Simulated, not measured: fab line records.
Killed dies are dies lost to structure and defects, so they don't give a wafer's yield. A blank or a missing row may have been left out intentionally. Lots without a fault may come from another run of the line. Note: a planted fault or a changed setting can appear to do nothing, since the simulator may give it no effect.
fab line records	flow n5_finfet
record: lots: 7	wafers: 39
route steps=1938 shown BEOL_M10@1512 BEOL_M12@1639
start_h: the number of hours between the record's first day and the start of the first shown wafer of the lot	wait_h: time in hours since the lot's previous step	" the same as in the row above	L1.1+2: a single row standing in for several wafers	- no value, or no start was given	* or withheld: withheld	< > ~ a bound
route shown NAME@n: a module of which the file shows steps, and the number in the route of the first	usual: mean/standard deviation of fault-free wafers	same: alike in all rows	chamber/n: place in a boat	sites: per-site readings	_std_site: the values' standard deviation	_edge_site: outer sites' mean less inner sites'	radius_mm: how far each site lies from the wafer's centre	mask NAME#n: copy n	behind: the most recent tool/chamber to have shaped the wafer	hold: the reason the lot was held/the length of the hold in hours/how it ended	device: transistor that didn't switch, given as n, p or np	end of line: the tests these same wafers got at the end of their route	step lacking rows: just its recipe	killed: dies that structure and defects cost at the first sort, which is not the same as the wafer's yield	map: per-die view of a wafer (x killed, . not killed, _ where there is no die)
set.NAME: setting as actually run; set.NAME@STEP: the setting as run at that earlier step	model.NAME: the simulator's own value behind a step, which no gauge read
lots with deliberately changed settings; one table per step, one row per wafer
== steps ==
step: N5_BEOL_M10_TRENCH_ETCH_37
recipe: chemistry: C4F6/O2	target_depth_a: 1488.3	target: SiCOH_lowk	time_s: 48	ion_energy_ev: 250	pressure_mtorr: 30	source_w: 345	bias_w: 185	Ar_flow_sccm: 300	C4F6_flow_sccm: 10	O2_flow_sccm: 10
lot.wafer	tool	chamber	start_h	wait_h	set.time_s	model.BEOL_M10.feature_depth_nm	model.etch.depth_nm	model.TiN_of_BEOL_M10_HM_DEP_02.thk_nm
L079.1	rie_diel-03	0	-	-	70.41	224.8	224.7	14
L079.2	"	2	"	"	70.41	219.6	219.5	14.2
L079.3	"	3	"	"	48	145	144.9	16
L079.4	"	0	"	"	70.41	225.2	225.2	14
L079.5	"	3	"	"	48	146	146	16
L079.6	"	2	"	"	48	148.2	148.3	16.2
L080.1	rie_diel-04	1	-	-	48	136.8	136.9	16
L080.2	"	0	"	"	70.67	213.8	213.8	14
L080.3	"	2	"	"	70.67	208.8	208.7	14.4
L080.4	"	3	"	"	48	150.8	150.8	15.8
L080.5	"	2	"	"	70.67	207.4	207.5	14.2
L080.6	"	3	"	"	48	150.6	150.5	15.8
L087.2	rie_diel-05	3	-	-	48	158.2	158.1	15
L087.3	"	1	"	"	48	149.6	149.6	15.6
L087.5	"	3	"	"	48	157.8	157.9	15.2
L089.1	rie_diel-04	2	-	-	48	142.8	142.8	15.4
L089.2	"	1	"	"	48	137.4	137.5	16
L089.3	"	3	"	"	48	151.8	151.7	15.8
L089.4	"	0	"	"	48	146	146.1	15.6
L089.5	"	1	"	"	48	136.2	136.2	16
L089.6	"	2	"	"	48	143.8	143.7	15.8
L092.1	rie_diel-05	2	-	-	48	152.6	152.6	15.2
L092.2	"	3	"	"	48	157	157.1	15.2
L092.3	"	1	"	"	48	150	149.9	15.4
L092.4	"	0	"	"	48	144.4	144.5	16.2
L092.5	"	3	"	"	48	157.6	157.7	14.8
L092.6	"	0	"	"	48	145	145	15.8
L096.1	rie_diel-03	3	-	-	28.62	87.2	87.18	18
L096.2	"	2	"	"	48	147.8	147.7	16.4
L096.3	"	1	"	"	48	151.8	151.8	16
L096.4	"	0	"	"	28.62	91.2	91.17	18
L096.5	"	1	"	"	48	152	152	15.8
L096.6	"	0	"	"	28.62	91.8	91.83	17.6
L097.1	rie_diel-04	1	-	-	65.23	196.6	196.6	15
L097.2	"	2	"	"	48	143.6	143.6	16.2
L097.3	"	0	"	"	48	150.8	150.7	16
L097.4	"	3	"	"	65.23	208.8	208.8	14.2
L097.5	"	2	"	"	48	143.4	143.4	16.2
L097.6	"	3	"	"	65.23	206.8	206.9	14.4
step: N5_BEOL_M10_ETCH_41
recipe: chemistry: CH3F/O2	target: SiCN	target_depth_a: 426	taper_deg: 2	time_s: 86	ion_energy_ev: 120	mask_material: TiN	pressure_mtorr: 30	source_w: 395	bias_w: 75	Ar_flow_sccm: 150	CH3F_flow_sccm: 30	O2_flow_sccm: 20
step: N5_BEOL_M10_STRIP_77
recipe: chemistry: N2/H2	time_s: 10	power_w: 450	temp_c: 40	pressure_mtorr: 20	rf_frequency_hz: 6e+07	bias_power_w: 7	n2_flow_sccm: 200	h2_flow_sccm: 200
step: N5_BEOL_M10_OCD_MEAS_38
usual: trench_depth_nm: 149/4.9
lot.wafer	tool	chamber	start_h	wait_h	set.time_s@BEOL_M10_TRENCH_ETCH_37	trench_depth_nm
L079.1	ocd-01	-	228.96	-	70.41	224
L079.2	"	-	"	"	70.41	219
L079.3	"	-	"	"	48	145
L079.4	"	-	"	"	70.41	225
L079.5	"	-	"	"	48	146
L079.6	"	-	"	"	48	148
L080.1	ocd-01	-	302.32	-	48	137
L080.2	"	-	"	"	70.67	213
L080.3	"	-	"	"	70.67	209
L080.4	"	-	"	"	48	151
L080.5	"	-	"	"	70.67	207
L080.6	"	-	"	"	48	150
L087.2	ocd-02	-	317.79	-	48	159
L087.3	"	-	"	"	48	150
L087.5	"	-	"	"	48	158
L089.1	ocd-01	-	320.05	-	48	143
L089.2	"	-	"	"	48	137
L089.3	"	-	"	"	48	152
L089.4	"	-	"	"	48	146
L089.5	"	-	"	"	48	137
L089.6	"	-	"	"	48	144
L092.1	ocd-01	-	328.71	-	48	153
L092.2	"	-	"	"	48	157
L092.3	"	-	"	"	48	149
L092.4	"	-	"	"	48	145
L092.5	"	-	"	"	48	158
L092.6	"	-	"	"	48	145
L096.1	ocd-02	-	360.94	-	28.62	87
L096.2	"	-	"	"	48	148
L096.3	"	-	"	"	48	151
L096.4	"	-	"	"	28.62	91
L096.5	"	-	"	"	48	152
L096.6	"	-	"	"	28.62	92
L097.1	ocd-01	-	379.47	-	65.23	197
L097.2	"	-	"	"	48	144
L097.3	"	-	"	"	48	150
L097.4	"	-	"	"	65.23	209
L097.5	"	-	"	"	48	143
L097.6	"	-	"	"	65.23	207
step: N5_BEOL_M10_HM_STRIP_39
recipe: chemistry: peroxide_tin_strip	material: TiN	target_depth_a: 250	temp_c: 50	time_s: 158
step: N5_BEOL_M10_SRD_40
recipe: time_s: 30	temp_c: 23	rinse_liquid: diw	dry: ipa_marangoni
step: N5_BEOL_M10_ECD_50
recipe: material: Cu	target_thk_a: 3180
step: N5_BEOL_M10_ANNEAL_51
recipe: temp_c: 225	time_s: 90	ambient: N2
step: N5_BEOL_M10_CMP_52
recipe: stop_on: SiCOH_lowk	t_overpolish_s: 7	down_force_psi: 1	platen_rpm: 50	clearing_platen_down_force_psi: 1.5	clearing_platen_rpm: 50	post_cmp_clean: cu_alkaline	target_thk_nm: 140	clearing_platen_pad_velocity_m_s: 0.99484	pad_velocity_m_s: 0.99484
lot.wafer	tool	chamber	start_h	wait_h	set.time_s@BEOL_M10_TRENCH_ETCH_37	model.Cu_of_BEOL_M10_ECD_50.thk_nm
L079.2	cmp-01	0	232.15	0.2	70.41	211.2
L079.3	"	1	"	"	48	133.6
L079.4+1	"	2,3	"	"	70.41	215.8
L079.5	"	0	"	"	48	135.8
L079.6	"	1	"	"	48	136.8
L080.1	cmp-01	3	305.68	0.3	48	128.2
L080.4	"	0	"	"	48	142
L080.3	"	1	"	"	70.67	199.8
L080.2	"	2	"	"	70.67	205.8
L080.6	"	3	"	"	48	141.8
L080.5	"	0	"	"	70.67	199.4
L087.3	cmp-02	1	319.92	0.2	48	141.4
L087.2	"	3	"	"	48	150.4
L087.5	"	2	"	"	48	149.8
L089.2	cmp-02	3	322.15	0.2	48	128.8
L089.1+6	"	0,3	"	"	48	134.8
L089.4	"	1	"	"	48	137.6
L089.3	"	2	"	"	48	143.4
L089.5	"	0	"	"	48	126
L092.3	cmp-04	1	330.81	0.2	48	140.4
L092.4	"	2	"	"	48	137
L092.2	"	3	"	"	48	147.2
L092.1	"	0	"	"	48	144
L092.5	"	1	"	"	48	147.8
L092.6	"	2	"	"	48	136.6
L096.2	cmp-04	1	364.65	0.2	48	138.2
L096.1	"	2	"	"	28.62	81.2
L096.4	"	3	"	"	28.62	82.2
L096.3	"	0	"	"	48	144.8
L096.5	"	1	"	"	48	141.2
L096.6	"	2	"	"	28.62	84.4
L097.1	cmp-01	1	381.52	0.3	65.23	186.4
L097.2	"	2	"	"	48	135
L097.3	"	3	"	"	48	142.2
L097.4	"	0	"	"	65.23	200
L097.6	"	1	"	"	65.23	197.2
L097.5	"	2	"	"	48	135.2
step: N5_BEOL_M10_THK_MEAS_53
recipe: thk_meas_gauge: xrf	reads: Cu_of_BEOL_M10_ECD_50
usual: M10_THK: 138/5.1
lot.wafer	tool	chamber	start_h	wait_h	set.time_s@BEOL_M10_TRENCH_ETCH_37	M10_THK[nm]
L079.1	film_metro-01	-	232.45	-	70.41	212
L079.2	"	-	"	"	70.41	207
L079.3	"	-	"	"	48	132
L079.4	"	-	"	"	70.41	211
L079.5	"	-	"	"	48	133
L079.6	"	-	"	"	48	134
L080.1	film_metro-02	-	305.98	-	48	126
L080.2	"	-	"	"	70.67	203
L080.3	"	-	"	"	70.67	197
L080.4	"	-	"	"	48	140
L080.5	"	-	"	"	70.67	196
L080.6	"	-	"	"	48	140
L087.2	film_metro-02	-	320.22	-	48	146
L087.3	"	-	"	"	48	137
L087.5	"	-	"	"	48	146
L089.1	film_metro-02	-	322.45	-	48	132
L089.2	"	-	"	"	48	126
L089.3	"	-	"	"	48	140
L089.4	"	-	"	"	48	135
L089.5	"	-	"	"	48	123
L089.6	"	-	"	"	48	132
L092.1	film_metro-01	-	331.11	-	48	142
L092.2	"	-	"	"	48	146
L092.3	"	-	"	"	48	139
L092.4	"	-	"	"	48	135
L092.5	"	-	"	"	48	145
L092.6	"	-	"	"	48	135
L096.1	film_metro-02	-	364.94	-	28.62	79
L096.2	"	-	"	"	48	134
L096.3	"	-	"	"	48	140
L096.4	"	-	"	"	28.62	80
L096.5	"	-	"	"	48	137
L096.6	"	-	"	"	28.62	82
L097.1	film_metro-01	-	381.81	-	65.23	184
L097.2	"	-	"	"	48	133
L097.3	"	-	"	"	48	141
L097.4	"	-	"	"	65.23	197
L097.5	"	-	"	"	48	133
L097.6	"	-	"	"	65.23	195
step: N5_BEOL_M10_PRE_CLEAN_55
recipe: gas: NH3	time_s: 15	temp_c: withheld	rf_power_w: 300
step: N5_BEOL_M10_DEP_56
recipe: material: SiCN	target_thk_a: 150	temp_c: withheld	precursor: 3MS/NH3	pressure_torr: 3	rf_w: 202	time_s: 26.5
step: N5_BEOL_M10_RS_MEAS_57
recipe: thk_meas_gauge: four-point-probe	reads: Cu_of_BEOL_M10_ECD_50+Co_of_BEOL_M10_CVD_75+TaN_of_BEOL_M10_ALD_74
usual: M10_RS: 0.151/0.0061
lot.wafer	tool	chamber	start_h	wait_h	set.time_s@BEOL_M10_TRENCH_ETCH_37	M10_RS[ohm/sq]
L079.1	film_metro-01	-	232.58	0.1	70.41	0.095
L079.2	"	-	"	"	70.41	0.097
L079.3	"	-	"	"	48	0.159
L079.4	"	-	"	"	70.41	0.095
L079.5	"	-	"	"	48	0.156
L079.6	"	-	"	"	48	0.155
L080.1	film_metro-02	-	306.19	0.1	48	0.166
L080.2	"	-	"	"	70.67	0.099
L080.3	"	-	"	"	70.67	0.103
L080.4	"	-	"	"	48	0.149
L080.5	"	-	"	"	70.67	0.103
L080.6	"	-	"	"	48	0.149
L087.2	film_metro-02	-	320.35	0.1	48	0.139
L087.3	"	-	"	"	48	0.149
L087.5	"	-	"	"	48	0.140
L089.1	film_metro-02	-	322.62	0.1	48	0.158
L089.2	"	-	"	"	48	0.165
L089.3	"	-	"	"	48	0.147
L089.4	"	-	"	"	48	0.153
L089.5	"	-	"	"	48	0.170
L089.6	"	-	"	"	48	0.158
L092.1	film_metro-01	-	331.28	0.1	48	0.146
L092.2	"	-	"	"	48	0.143
L092.3	"	-	"	"	48	0.151
L092.4	"	-	"	"	48	0.155
L092.5	"	-	"	"	48	0.142
L092.6	"	-	"	"	48	0.155
L096.1	film_metro-02	-	365.08	0.1	28.62	0.281
L096.2	"	-	"	"	48	0.153
L096.3	"	-	"	"	48	0.145
L096.4	"	-	"	"	28.62	0.276
L096.5	"	-	"	"	48	0.150
L096.6	"	-	"	"	28.62	0.268
L097.1	film_metro-02	-	381.95	0.1	65.23	0.110
L097.2	"	-	"	"	48	0.157
L097.3	"	-	"	"	48	0.148
L097.4	"	-	"	"	65.23	0.103
L097.5	"	-	"	"	48	0.157
L097.6	"	-	"	"	65.23	0.104
step: N5_BEOL_M12_TRENCH_ETCH_34
recipe: chemistry: C4F8/O2/Ar	target: SiOC	target_depth_a: 3189.5	mask_material: SOC	pressure_mtorr: 30	source_w: 3000	bias_w: 700	Ar_flow_sccm: 400	C4F8_flow_sccm: 15	O2_flow_sccm: 8	he_inner_torr: 15	he_outer_torr: 30	time_s: 125.5	ion_energy_ev: 250
lot.wafer	tool	chamber	start_h	wait_h	set.time_s	model.etch.depth_nm
L079.1	rie_diel-05	1	243.97	0.0	125.5	322
L079.2	"	2	"	"	125.5	328.9
L079.3	"	3	"	"	125.5	332.7
L079.4	"	0	"	"	125.5	310
L079.5	"	3	"	"	125.5	330.2
L079.6	"	2	"	"	125.5	325.5
L080.1	rie_diel-05	2	319.54	0.0	125.5	324
L080.2	"	1	"	"	125.5	319.2
L080.3	"	3	"	"	78.41	206.6
L080.4	"	0	"	"	78.41	192.9
L080.5	"	3	"	"	78.41	207.8
L080.6	"	0	"	"	125.5	306.4
L087.2	rie_diel-05	1	331.16	0.0	125.5	321.1
L087.3	"	2	"	"	125.5	320.7
L087.5	"	1	"	"	125.5	319.1
L089.1	rie_diel-03	2	332.98	0.0	125.5	310
L089.2	"	0	"	"	125.5	322.9
L089.3	"	3	"	"	125.5	320.9
L089.4	"	1	"	"	125.5	321.2
L089.5	"	0	"	"	125.5	324.1
L089.6	"	3	"	"	125.5	317.2
L092.1	rie_diel-03	3	342.58	0.0	125.5	315.1
L092.2	"	0	"	"	62.98	160.9
L092.3	"	2	"	"	125.5	307.9
L092.4	"	1	"	"	62.98	159.7
L092.5	"	0	"	"	125.5	319.8
L092.6	"	1	"	"	62.98	158.9
L096.1	rie_diel-03	0	378.99	0.0	125.5	321.2
L096.2	"	1	"	"	73.7	185.3
L096.3	"	2	"	"	125.5	307.5
L096.4	"	3	"	"	73.7	183.1
L096.5	"	3	"	"	73.7	183.9
L096.6	"	2	"	"	125.5	308.1
L097.1	rie_diel-04	2	391.29	0.0	125.5	318.4
L097.2	"	1	"	"	125.5	329.1
L097.3	"	0	"	"	125.5	325.4
L097.4	"	3	"	"	125.5	323.5
L097.5	"	2	"	"	125.5	315.1
L097.6	"	3	"	"	125.5	323.2
step: N5_BEOL_M12_STRIP_70
recipe: chemistry: C4F8/O2/Ar	resist: SiARC	rf_frequency_hz: 6e+07
step: N5_BEOL_M12_OCD_MEAS_35
usual: trench_depth_nm: 319/6.8
lot.wafer	tool	chamber	start_h	wait_h	set.time_s@BEOL_M12_TRENCH_ETCH_34	trench_depth_nm
L079.1	ocd-02	-	244.13	0.0	125.5	322
L079.2	"	-	"	"	125.5	329
L079.3	"	-	"	"	125.5	333
L079.4	"	-	"	"	125.5	310
L079.5	"	-	"	"	125.5	330
L079.6	"	-	"	"	125.5	325
L080.1	ocd-02	-	319.69	0.0	125.5	324
L080.2	"	-	"	"	125.5	320
L080.3	"	-	"	"	78.41	207
L080.4	"	-	"	"	78.41	192
L080.5	"	-	"	"	78.41	208
L080.6	"	-	"	"	125.5	307
L087.2	ocd-01	-	331.32	0.0	125.5	321
L087.3	"	-	"	"	125.5	320
L087.5	"	-	"	"	125.5	319
L089.1	ocd-02	-	333.13	0.0	125.5	310
L089.2	"	-	"	"	125.5	323
L089.3	"	-	"	"	125.5	321
L089.4	"	-	"	"	125.5	321
L089.5	"	-	"	"	125.5	324
L089.6	"	-	"	"	125.5	317
L092.1	ocd-01	-	342.74	0.0	125.5	315
L092.2	"	-	"	"	62.98	161
L092.3	"	-	"	"	125.5	308
L092.4	"	-	"	"	62.98	160
L092.5	"	-	"	"	125.5	320
L092.6	"	-	"	"	62.98	159
L096.1	ocd-02	-	379.14	0.0	125.5	322
L096.2	"	-	"	"	73.7	186
L096.3	"	-	"	"	125.5	307
L096.4	"	-	"	"	73.7	183
L096.5	"	-	"	"	73.7	184
L096.6	"	-	"	"	125.5	308
L097.1	ocd-01	-	391.45	0.0	125.5	318
L097.2	"	-	"	"	125.5	329
L097.3	"	-	"	"	125.5	325
L097.4	"	-	"	"	125.5	323
L097.5	"	-	"	"	125.5	315
L097.6	"	-	"	"	125.5	323
step: N5_BEOL_M12_STRIP_37
recipe: chemistry: N2/H2	power_w: 1000	temp_c: 250	h2_frac: 0.65	overash_fraction: 0.3	pressure_mtorr: withheld	n2_flow_sccm: 1750	h2_flow_sccm: 3250
step: N5_BEOL_M12_ETCH_38
recipe: chemistry: CF4/N2	target: SiCN	target_depth_a: 687	taper_deg: 2	time_s: 73.4	ion_energy_ev: 150	mask_material: SiO2	pressure_mtorr: 40	source_w: 430	bias_w: 70	Ar_flow_sccm: 100	cf4_flow_sccm: 60	n2_flow_sccm: 60
step: N5_BEOL_M12_ECD_47
recipe: material: Cu	target_thk_a: 7200
step: N5_BEOL_M12_ANNEAL_48
recipe: temp_c: 225	time_s: 90	ambient: N2
step: N5_BEOL_M12_CMP_49
recipe: stop_on: SiOC	t_overpolish_s: 20.6	down_force_psi: 1	platen_rpm: 50	clearing_platen_down_force_psi: 1.5	clearing_platen_rpm: 50	post_cmp_clean: cu_alkaline	target_thk_nm: 320	clearing_platen_pad_velocity_m_s: 0.99484	pad_velocity_m_s: 0.99484
lot.wafer	tool	chamber	start_h	wait_h	set.time_s@BEOL_M12_TRENCH_ETCH_34	model.Cu_of_BEOL_M12_ECD_47.thk_nm
L079.3	cmp-02	3	245.50	0.2	125.5	332.8
L079.2	"	0	"	"	125.5	329.6
L079.1	"	1	"	"	125.5	323.6
L079.4	"	2	"	"	125.5	312
L079.5	"	3	"	"	125.5	331.6
L079.6	"	0	"	"	125.5	326.2
L080.2	cmp-04	2	322.42	0.2	125.5	322.2
L080.1	"	3	"	"	125.5	325.2
L080.4	"	0	"	"	78.41	195.8
L080.3	"	1	"	"	78.41	207
L080.6	"	2	"	"	125.5	310.4
L080.5	"	3	"	"	78.41	208.6
L087.3	cmp-04	1	339.34	0.2	125.5	319.6
L087.2	"	3	"	"	125.5	321.4
L087.5	"	2	"	"	125.5	321
L089.1	cmp-03	1	340.36	0.3	125.5	310.4
L089.3	"	2	"	"	125.5	318.8
L089.2	"	3	"	"	125.5	321.6
L089.4	"	0	"	"	125.5	322.2
L089.5	"	1	"	"	125.5	324.8
L089.6	"	2	"	"	125.5	315.4
L092.3	cmp-03	3	346.74	0.2	125.5	308.6
L092.4	"	0	"	"	62.98	162.2
L092.2	"	1	"	"	62.98	163
L092.1	"	2	"	"	125.5	314.4
L092.6	"	3	"	"	62.98	161
L092.5	"	0	"	"	125.5	321.6
L096.3	cmp-02	1	381.12	0.2	125.5	308.4
L096.2	"	2	"	"	73.7	187.4
L096.4	"	3	"	"	73.7	184
L096.1	"	0	"	"	125.5	320.6
L096.5	"	1	"	"	73.7	183.4
L096.6	"	2	"	"	125.5	310
L097.1	cmp-03	3	394.99	0.3	125.5	318.2
L097.3	"	0	"	"	125.5	326.6
L097.4	"	1	"	"	125.5	323.8
L097.2	"	2	"	"	125.5	328.8
L097.5	"	3	"	"	125.5	315.2
L097.6	"	0	"	"	125.5	325
step: N5_BEOL_M12_THK_MEAS_50
recipe: thk_meas_gauge: xrf	reads: Cu_of_BEOL_M12_ECD_47
usual: M12_THK: 312/6.9
lot.wafer	tool	chamber	start_h	wait_h	set.time_s@BEOL_M12_TRENCH_ETCH_34	M12_THK[nm]
L079.1	film_metro-01	-	245.80	-	125.5	316
L079.2	"	-	"	"	125.5	322
L079.3	"	-	"	"	125.5	323
L079.4	"	-	"	"	125.5	304
L079.5	"	-	"	"	125.5	323
L079.6	"	-	"	"	125.5	320
L080.1	film_metro-02	-	322.72	-	125.5	314
L080.2	"	-	"	"	125.5	310
L080.3	"	-	"	"	78.41	201
L080.4	"	-	"	"	78.41	190
L080.5	"	-	"	"	78.41	203
L080.6	"	-	"	"	125.5	300
L087.2	film_metro-01	-	339.64	-	125.5	312
L087.3	"	-	"	"	125.5	310
L087.5	"	-	"	"	125.5	311
L089.1	film_metro-02	-	340.65	-	125.5	300
L089.2	"	-	"	"	125.5	311
L089.3	"	-	"	"	125.5	309
L089.4	"	-	"	"	125.5	313
L089.5	"	-	"	"	125.5	316
L089.6	"	-	"	"	125.5	305
L092.1	film_metro-01	-	347.03	-	125.5	310
L092.2	"	-	"	"	62.98	161
L092.3	"	-	"	"	125.5	303
L092.4	"	-	"	"	62.98	160
L092.5	"	-	"	"	125.5	316
L092.6	"	-	"	"	62.98	159
L096.1	film_metro-02	-	381.42	-	125.5	310
L096.2	"	-	"	"	73.7	181
L096.3	"	-	"	"	125.5	299
L096.4	"	-	"	"	73.7	178
L096.5	"	-	"	"	73.7	178
L096.6	"	-	"	"	125.5	301
L097.1	film_metro-02	-	395.28	-	125.5	311
L097.2	"	-	"	"	125.5	322
L097.3	"	-	"	"	125.5	319
L097.4	"	-	"	"	125.5	315
L097.5	"	-	"	"	125.5	308
L097.6	"	-	"	"	125.5	316
step: N5_BEOL_M12_PRE_CLEAN_52
recipe: gas: NH3	time_s: 15	temp_c: withheld	rf_power_w: 300
step: N5_BEOL_M12_DEP_53
recipe: material: SiCN	target_thk_a: 300	temp_c: withheld	precursor: 3MS/NH3	pressure_torr: 3	rf_w: 675	time_s: 10.5
step: N5_BEOL_M12_RS_MEAS_54
recipe: thk_meas_gauge: four-point-probe	reads: Cu_of_BEOL_M12_ECD_47+Ta_of_BEOL_M12_SPUTTER_44+TaN_of_BEOL_M12_SPUTTER_43
usual: M12_RS: 0.0601/0.0013
lot.wafer	tool	chamber	start_h	wait_h	set.time_s@BEOL_M12_TRENCH_ETCH_34	M12_RS[ohm/sq]
L079.1	film_metro-02	-	245.92	0.0	125.5	0.0592
L079.2	"	-	"	"	125.5	0.0582
L079.3	"	-	"	"	125.5	0.0578
L079.4	"	-	"	"	125.5	0.0617
L079.5	"	-	"	"	125.5	0.0579
L079.6	"	-	"	"	125.5	0.0589
L080.1	film_metro-02	-	322.84	0.0	125.5	0.0590
L080.2	"	-	"	"	125.5	0.0596
L080.3	"	-	"	"	78.41	0.0953
L080.4	"	-	"	"	78.41	0.1010
L080.5	"	-	"	"	78.41	0.0944
L080.6	"	-	"	"	125.5	0.0620
L087.2	film_metro-02	-	339.76	0.0	125.5	0.0597
L087.3	"	-	"	"	125.5	0.0600
L087.5	"	-	"	"	125.5	0.0599
L089.1	film_metro-01	-	340.78	0.0	125.5	0.0621
L089.2	"	-	"	"	125.5	0.0597
L089.3	"	-	"	"	125.5	0.0603
L089.4	"	-	"	"	125.5	0.0596
L089.5	"	-	"	"	125.5	0.0592
L089.6	"	-	"	"	125.5	0.0611
L092.1	film_metro-02	-	347.19	0.1	125.5	0.0611
L092.2	"	-	"	"	62.98	0.1231
L092.3	"	-	"	"	125.5	0.0623
L092.4	"	-	"	"	62.98	0.1237
L092.5	"	-	"	"	125.5	0.0597
L092.6	"	-	"	"	62.98	0.1248
L096.1	film_metro-02	-	381.54	0.0	125.5	0.0599
L096.2	"	-	"	"	73.7	0.1059
L096.3	"	-	"	"	125.5	0.0623
L096.4	"	-	"	"	73.7	0.1079
L096.5	"	-	"	"	73.7	0.1082
L096.6	"	-	"	"	125.5	0.0621
L097.1	film_metro-01	-	395.40	0.0	125.5	0.0604
L097.2	"	-	"	"	125.5	0.0584
L097.3	"	-	"	"	125.5	0.0587
L097.4	"	-	"	"	125.5	0.0594
L097.5	"	-	"	"	125.5	0.0610
L097.6	"	-	"	"	125.5	0.0591
== key ==
split: step: N5_BEOL_M10_TRENCH_ETCH_37	setting: time_s	stated: 48	by: wafer
response: step: N5_BEOL_M10_TRENCH_ETCH_37	reading: model.BEOL_M10.feature_depth_nm	change: +1.52	per: 1%	r: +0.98
response: step: N5_BEOL_M10_TRENCH_ETCH_37	reading: model.etch.depth_nm	change: +1.52	per: 1%	r: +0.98
response: step: N5_BEOL_M10_TRENCH_ETCH_37	reading: model.TiN_of_BEOL_M10_HM_DEP_02.thk_nm	change: -0.0412	per: 1%	r: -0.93
response: step: N5_BEOL_M10_OCD_MEAS_38	reading: trench_depth_nm	change: +1.51	per: 1%	r: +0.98
response: step: N5_BEOL_M10_CMP_52	reading: model.Cu_of_BEOL_M10_ECD_50.thk_nm	change: +1.52	per: 1%	r: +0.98
response: step: N5_BEOL_M10_THK_MEAS_53	reading: M10_THK	change: +1.49	per: 1%	r: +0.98
response: step: N5_BEOL_M10_RS_MEAS_57	reading: M10_RS	shape: bent	at_lowest: 0.275	at_stated: 0.152	at_highest: 0.101
split: step: N5_BEOL_M12_TRENCH_ETCH_34	setting: time_s	stated: 125.5	by: wafer
response: step: N5_BEOL_M12_TRENCH_ETCH_34	reading: model.etch.depth_nm	change: +3.09	per: 1%	r: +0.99
response: step: N5_BEOL_M12_OCD_MEAS_35	reading: trench_depth_nm	change: +3.09	per: 1%	r: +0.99
response: step: N5_BEOL_M12_CMP_49	reading: model.Cu_of_BEOL_M12_ECD_47.thk_nm	change: +3.08	per: 1%	r: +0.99
response: step: N5_BEOL_M12_THK_MEAS_50	reading: M12_THK	change: +2.99	per: 1%	r: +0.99
response: step: N5_BEOL_M12_RS_MEAS_54	reading: M12_RS	change: -0.00114	per: 1%	r: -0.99
